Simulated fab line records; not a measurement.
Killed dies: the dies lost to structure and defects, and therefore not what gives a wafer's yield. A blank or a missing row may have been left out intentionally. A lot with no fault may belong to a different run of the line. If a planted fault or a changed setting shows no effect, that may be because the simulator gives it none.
One fault through the eyes of 3 desks | flow n5 finfet | each desk has only its own numbers; what lay behind them comes last

== AT THE TOOL OWNER'S DESK: cvd co-01 ==
The tool's own readings at N5_BEOL_M1_PRE_CLEAN_60 (time 15 s): means of the sampled wafers that have a number, for each lot that ran on this tool. A lot is out of limits, marked OUT, if its mean lies more than 4 standard deviations from the usual mean; the brackets give that distance.
Columns: A = heater power w at N5_BEOL_M1_PRE_CLEAN_60, usual 78 W
lot  | first seen here | A
L238 | day 8 05:51     | 58
L242 | day 8 23:11     | 68
L244 | day 9 13:22     | 60
L246 | day 10 05:42    | 83
L250 | day 11 15:28    | 68
L254 | day 12 15:55    | 84
This desk found nothing out of limits on any of the 6 lots.

== THE DEFECT DESK ==
Per lot, the means of the sampled wafers with a number show what the inspections along the route counted. A lot is out of limits, marked OUT, if its mean lies more than 4 standard deviations from the usual mean; the brackets give that distance.
Columns: A = raw defect count at N5_BEOL_M1_INSPECT_59, usual 70; B = raw defect count at N5_BEOL_M2_INSPECT_13, usual 388
lot  | first seen here | A              | B
L236 | day 7 10:52     | 59             | 400
L237 | day 7 18:13     | 82             | 425
L238 | day 8 06:06     | 65             | 370
L240 | day 8 21:02     | 99             | 408
L242 | day 8 23:26     | 116            | 509
L244 | day 9 13:38     | 76             | 359
L245 | day 9 20:21     | 42             | 311
L246 | day 10 05:57    | 95             | 407
L250 | day 11 15:43    | 1496 (+59) OUT | 1812 (+17) OUT
L254 | day 12 16:10    | 1478 (+59) OUT | 1721 (+16) OUT
Finding of this desk: L250, L254 out of limits; the first was L250 at day 11 15:43, on raw defect count at N5_BEOL_M1_INSPECT_59. In limits: L236, L237, L238, L240, L242, L244, L245, L246.

== THE METROLOGY DESK ==
Lot by lot, what the gauges showed, no matter which tool ran the lot: averages of those sampled wafers that carry a number. A lot is out of limits, marked OUT, if its mean lies more than 4 standard deviations from the usual mean; the brackets give that distance. Shown here are 7 of its 10 readings, the ones lying furthest out on some lot.
Columns: A = DIBL_P at N5_BEOL_M4_RC_MEAS_101, usual 35.8 mV/V; B = IOFF_N at N5_BEOL_M4_RC_MEAS_101, usual 0.152 nA/um; C = IOFF_P at N5_BEOL_M4_RC_MEAS_101, usual 0.204 nA/um; D = ION_P at N5_BEOL_M4_RC_MEAS_101, usual 461 uA/um; E = SS_N at N5_BEOL_M4_RC_MEAS_101, usual 71.5 mV/dec; F = VT_N at N5_BEOL_M4_RC_MEAS_101, usual 250.0 mV; G = VT_P at N5_BEOL_M4_RC_MEAS_101, usual -250.6 mV
lot  | first seen here | A    | B     | C     | D   | E    | F     | G
L236 | day 9 07:11     | 36.5 | 0.159 | 0.218 | 464 | 71.5 | 246.4 | -248.4
L237 | day 9 15:29     | 37.4 | 0.156 | 0.210 | 461 | 71.5 | 251.1 | -251.8
L238 | day 9 23:45     | 36.4 | 0.152 | 0.220 | 469 | 71.5 | 250.6 | -250.1
L240 | day 10 17:40    | 38.8 | 0.163 | 0.207 | 455 | 72.0 | 249.2 | -252.7
L242 | day 10 20:37    | 35.9 | 0.146 | 0.198 | 458 | 71.5 | 251.0 | -250.3
L244 | day 11 01:29    | 35.6 | 0.144 | 0.179 | 456 | 71.4 | 251.1 | -252.9
L245 | day 11 19:25    | 35.4 | 0.143 | 0.180 | 457 | 72.2 | 251.0 | -254.8
L246 | day 12 02:23    | 37.0 | 0.151 | 0.211 | 461 | 71.6 | 249.2 | -250.8
L250 | day 13 03:52    | 36.3 | 0.177 | 0.249 | 465 | 71.9 | 247.5 | -247.8
L254 | day 14 04:25    | 34.4 | 0.171 | 0.206 | 462 | 71.4 | 247.2 | -249.6
This desk found nothing out of limits on any of the 10 lots.

== PUT TOGETHER ==
The defect desk could have raised an alarm at day 11 15:43, on L250, L254.
The desk of the tool owner found nothing out of limits.
The metrology desk saw nothing out of limits.
On record at the tool owner's desk: L250, L254, within its limits.
The metrology desk holds a record of L250, L254, inside its limits.
All the named lots went through N5_BEOL_M1_PRE_CLEAN_60 on cvd co-01.

== WHAT HAD BEEN PUT IN BY THE SIMULATOR ==
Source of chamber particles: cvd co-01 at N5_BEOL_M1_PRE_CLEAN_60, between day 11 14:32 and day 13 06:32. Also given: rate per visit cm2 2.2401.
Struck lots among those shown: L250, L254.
Hours from the fault's start to each desk's first reading out of limits: the defect desk, 1.
